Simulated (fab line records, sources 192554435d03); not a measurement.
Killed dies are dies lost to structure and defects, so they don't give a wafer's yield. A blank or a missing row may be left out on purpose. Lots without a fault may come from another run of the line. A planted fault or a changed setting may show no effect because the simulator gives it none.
A struck lot beside a sound one | flow n5_finfet | 26 steps out of a route of 1938
Sound: wafers L218.1, L218.3, L218.6. Struck: wafers L227.2, L227.3, L227.6. The cause comes at the end.
At each step with rows: each side's tool, then ch and its chambers, then its first start. Under that, the readings that differ: sound wafers | struck wafers | difference of the means | sigmas: that difference in standard deviations of wafers without a fault.
alike: readings whose means differ by less than 2 such deviations, and words and numbers that are the same on both sides. not compared: withheld readings, readings that some wafer has no value for, bounds like >300 that may hide the same value, and numbers for which the record gives no deviation and whose values overlap.
The two part at a step that has a row with sigmas, a row that says differs or no value, or rows on one side only. Numbers that don't overlap but have no deviation are shown without sigmas and don't part them. A reading that every wafer of one side lacks parts them only if that side has two wafers or more.

first, 8 steps without rows for these wafers: N5_BEOL_M8_DEVELOP_10 (develop time 30 s); N5_BEOL_M8_DESCUM_16 (chemistry O2, time 7.9 s); N5_BEOL_M8_ETCH_61 (etches SiARC in CF4, target depth 45.5 nm, time 75.8 s); N5_BEOL_M8_ETCH_62 (etches SOC in N2/H2, target depth 110 nm, overetch 22 nm, time 165 s); N5_BEOL_M8_STRIP_68 (strips in N2/H2); N5_BEOL_M8_STRIP_67 (strips in CF4); N5_BEOL_M8_HM_OPEN_17 (chemistry Cl2/BCl3, target TiN, target depth 20 nm, overetch 6 nm); N5_BEOL_M8_STRIP_19 (strips in O2).
N5_BEOL_M8_COAT_63: time 60 s, resist thk 60 nm.
  sound on litho_track-05 ch 0, day 10 21:02; struck on litho_track-05 ch 0, day 13 10:29
  reading                                  | sound                | struck               | difference | sigmas
  spin_speed_rpm (rpm)                     | 1500.3 1500.4 1500.0 | 1573.1 1572.9 1572.6 | +72.6      | +76
  model.SOC_of_BEOL_M8_COAT_63.thk_nm (nm) | 59.8 59.8 59.8       | 58.4 58.6 58.6       | -1.3       |
then, 11 steps without rows for these wafers: N5_BEOL_M8_COAT_64 (time 60 s, resist thk 12 nm); N5_BEOL_M8_COAT_71 (time 60 s, resist thk 5 nm); N5_BEOL_M8_COAT_22 (resist thk 30 nm); N5_BEOL_M8_EBR_24; N5_BEOL_M8_SOFTBAKE_23 (time 60 s); N5_BEOL_M8_EXPOSE_25 (exposes mask V7, target cd 40 nm); N5_BEOL_M8_PEB_26 (peb time 60 s); N5_BEOL_M8_DEVELOP_27 (develop time 30 s); N5_BEOL_M8_DESCUM_33 (chemistry O2, time 7 s); N5_BEOL_M8_ETCH_72 (etches underlayer in N2/H2, target depth 6.5 nm, time 5.2 s); N5_BEOL_M8_ETCH_65 (etches SiARC in CF4, target depth 15.6 nm, time 26 s).
N5_BEOL_M8_ETCH_66: etches SOC in N2/H2, target depth 80 nm, overetch 16 nm, time 120 s.
  sound on rie_diel-05 ch 0,2,3, day 10 21:45; struck on rie_diel-05 ch 0,1,3, day 13 11:12
  reading                  | sound             | struck           | difference | sigmas
  model.etch.depth_nm (nm) | 59.82 59.83 59.77 | 58.4 58.56 58.62 | -1.3       |
  alike: drypump_motor_current_A, h2_flow_sccm, oes_product_au, rf_vpp_V, showerhead_plenum_p_Torr, temp_c, throttle_valve_pct
  not compared: rf_hours_counter_h
then, 2 steps without rows for these wafers: N5_BEOL_M8_STRIP_69 (strips in N2/H2); N5_BEOL_M8_STRIP_73 (strips in N2/H2).
N5_BEOL_M8_VIA_ETCH_34: etches SiCOH lowk in C4F6/O2, target depth 125.5 nm, time 50.5 s.
  sound on rie_diel-05 ch 0,2,3, day 10 21:51; struck on rie_diel-05 ch 0,1,3, day 13 11:18
  reading                                  | sound        | struck         | difference | sigmas
  model.SOC_of_BEOL_M8_COAT_63.thk_nm (nm) | 54 53.8 53.8 | 52.6 52.8 52.6 | -1.2       |
  alike: drypump_motor_current_A, oes_ar_750_au, oes_product_au, rf_vpp_V, showerhead_plenum_p_Torr, throttle_valve_pct
  not compared: rf_hours_counter_h
then, 1 step without rows for these wafers: N5_BEOL_M8_STRIP_76 (strips in C4F6/O2).
-- the record jumps here: 4 days lie between the struck wafers' starts before and after (it left off in module BEOL_M8 and takes up again in module PASSIVATION, whose first step shown is number 1936 of the route) --
N5_PASSIVATION_PROBE_49:
  sound on prober-02, day 13 23:44; struck on prober-01, day 17 05:39
  reading            | sound    | struck   | difference | sigmas
  killed_at_M0_to_M3 | 47 51 58 | 26 43 23 | -21        | -2
  alike: defect_limited_yield, killed_at_M4_up, killed_at_contacts, killed_at_front_end, killed_at_other, killed_dies, killed_open, killed_short, sort_bin_5_function, sort_bin_6_memory, sort_n_pass, sort_yield_pct

WHERE THEY PART
First at N5_BEOL_M8_COAT_63; last, within this record, at N5_PASSIVATION_PROBE_49.

WHY: what the simulator had put in
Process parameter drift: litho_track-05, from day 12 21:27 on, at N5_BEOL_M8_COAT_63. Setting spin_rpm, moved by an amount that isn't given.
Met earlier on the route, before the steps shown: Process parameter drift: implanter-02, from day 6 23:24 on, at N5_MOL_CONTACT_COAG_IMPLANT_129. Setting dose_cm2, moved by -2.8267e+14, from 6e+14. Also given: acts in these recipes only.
